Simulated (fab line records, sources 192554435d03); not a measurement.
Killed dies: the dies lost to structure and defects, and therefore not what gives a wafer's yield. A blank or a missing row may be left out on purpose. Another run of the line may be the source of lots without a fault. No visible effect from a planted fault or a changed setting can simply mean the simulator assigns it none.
Problem report, 8D (eight disciplines) form, completed by code || flow n5Finfet || the parts of the form that need people (team, actions taken, sign-off) are left out

== 1. WHAT WENT WRONG ==
rawDefectCount at N5_SD_EPI_P_INSPECT_26 reads a mean of 1569 on 6 wafers of 2 lots; wafers without a fault read 177 with a standard deviation of 42. That is +33 standard deviations from the usual mean.
The step: inspects for defects (darkfield).
Seen first at day 6 14:56 on defectInspect-02, wafer L691.3. At this step, 26 wafers from 9 lots have a number in the record. The rule behind "out" and "out of limits": a value lying over 4 standard deviations away from the usual mean. Any other wafer with a number is counted as sound.

== 2. WHAT IT IS AND WHAT IT IS NOT ==
{"question": "which readings at this step", "is": "rawDefectCount", "is not": "-"}
{"question": "which lots", "is": "L691, L692", "is not": "L680, L683, L684, L686, L695, L700, L702"}
{"question": "which wafers of those lots", "is": "all that have a number", "is not": "-"}
{"question": "read on which gauges", "is": "defectInspect-01, defectInspect-02", "is not": "-"}
{"question": "when", "is": "from day 6 14:56", "is not": "up to then (12 sound wafers); but 8 sound wafers of L695, L700, L702 came after"}

== 3. WHAT RULES OUT EACH SUSPECT ==
Counting: a tool at a process step up to the reading stays a suspect if it ran every lot that is out and no sound lot after the first of them.
- ruled out: the gauge at N5_SD_EPI_P_INSPECT_26. 2 gauges (defectInspect-01, defectInspect-02) read the wafers that are out.
- rieDiel-03 at N5_SD_EPI_P_ETCH_47 (etches SiOCN in CH3F/O2, target depth 25 nm): kept. It ran every lot that is out, first L691 (day 6 10:53), and no sound lot after that; its last sound lot up to then is L684 (day 4 11:20).
- rieDiel-03 at N5_SD_EPI_P_ETCH_16 (etches SiO2 in CHF3/O2, target depth 5 nm): kept. It ran every lot that is out, first L691 (day 6 10:59), and no sound lot after that; its last sound lot up to then is L684 (day 4 11:26).
- rieSi-06 at N5_SD_EPI_P_SD_RECESS_17 (chemistry HBr/Cl2/O2, target depth 39.1 nm, bt time 3 s): ruled out as a lasting fault. After its first lot that is out, L691 (day 6 11:04), sound lots L702 ran on it.
The count leaves rieDiel-03 at N5_SD_EPI_P_ETCH_16 and rieDiel-03 at N5_SD_EPI_P_ETCH_47.

== 4. THE CAUSE (what the simulator had put in) ==
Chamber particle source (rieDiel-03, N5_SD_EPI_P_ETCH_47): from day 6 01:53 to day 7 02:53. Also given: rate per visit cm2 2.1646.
After counting, 2 suspects remain, this tool included.

== 5. THE EFFECT CHAIN, in route order ==
Rows list readings where the struck wafers' mean (over those with a number) sits beyond 3 standard deviations from the usual. Scope: only readings with a usual standard deviation given in the record; hours: median across lots of the time from each lot's start at the first step in this table that gives one to its start at this step; sigmas: change in usual standard deviations.
{"hours": 0, "step": "N5_SD_EPI_P_INSPECT_26", "reading": "rawDefectCount", "usual": 177, "on struck wafers": 1569, "change": "+1392", "sigmas": "+33"}
{"hours": 308, "step": "N5_PASSIVATION_PROBE_49", "reading": "defectLimitedYield", "usual": "91.1 %", "on struck wafers": 81.5, "change": -9.6, "sigmas": -6.9}
{"hours": 308, "step": "N5_PASSIVATION_PROBE_49", "reading": "killedAtFrontEnd", "usual": 40, "on struck wafers": 146, "change": "+106", "sigmas": "+9.7"}
{"hours": 308, "step": "N5_PASSIVATION_PROBE_49", "reading": "killedDies", "usual": 105, "on struck wafers": 219, "change": "+114", "sigmas": "+6.7"}
{"hours": 308, "step": "N5_PASSIVATION_PROBE_49", "reading": "killedOnRim", "usual": 14, "on struck wafers": 28, "change": "+14", "sigmas": "+3.1"}
{"hours": 308, "step": "N5_PASSIVATION_PROBE_49", "reading": "sort_bin_5_function", "usual": "5.2 %", "on struck wafers": 10.7, "change": "+5.5", "sigmas": "+5.7"}
{"hours": 308, "step": "N5_PASSIVATION_PROBE_49", "reading": "sortNPass", "usual": 1075, "on struck wafers": 961, "change": -114, "sigmas": -6.7}
{"hours": 308, "step": "N5_PASSIVATION_PROBE_49", "reading": "sortYieldPct", "usual": "91.1 %", "on struck wafers": 81.5, "change": -9.6, "sigmas": -6.9}
It contains these process steps:
- N5_PASSIVATION_PROBE_49
Later steps that measure or inspect, where all struck wafers having a row at the step show a number for every such reading and not one has moved that far: N5_BEOL_M4_RC_MEAS_101.

== 6. HOW IT WOULD HAVE BEEN CAUGHT EARLIER ==
In this record the first reading out of limits at a measuring or inspecting step was taken at day 6 14:56, 13 hours after the fault began at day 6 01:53.
An alarm limit of 4 standard deviations would not have fired on the tool readings at N5_SD_EPI_P_ETCH_47 for which the record gives a usual standard deviation, since none of them was out on any struck wafer.
The start of N5_SD_EPI_P_ETCH_47 on rieDiel-03 came by day 6 14:56 for every one of the lots that are out (2). None of them would have been spared by holding the tool at that moment.
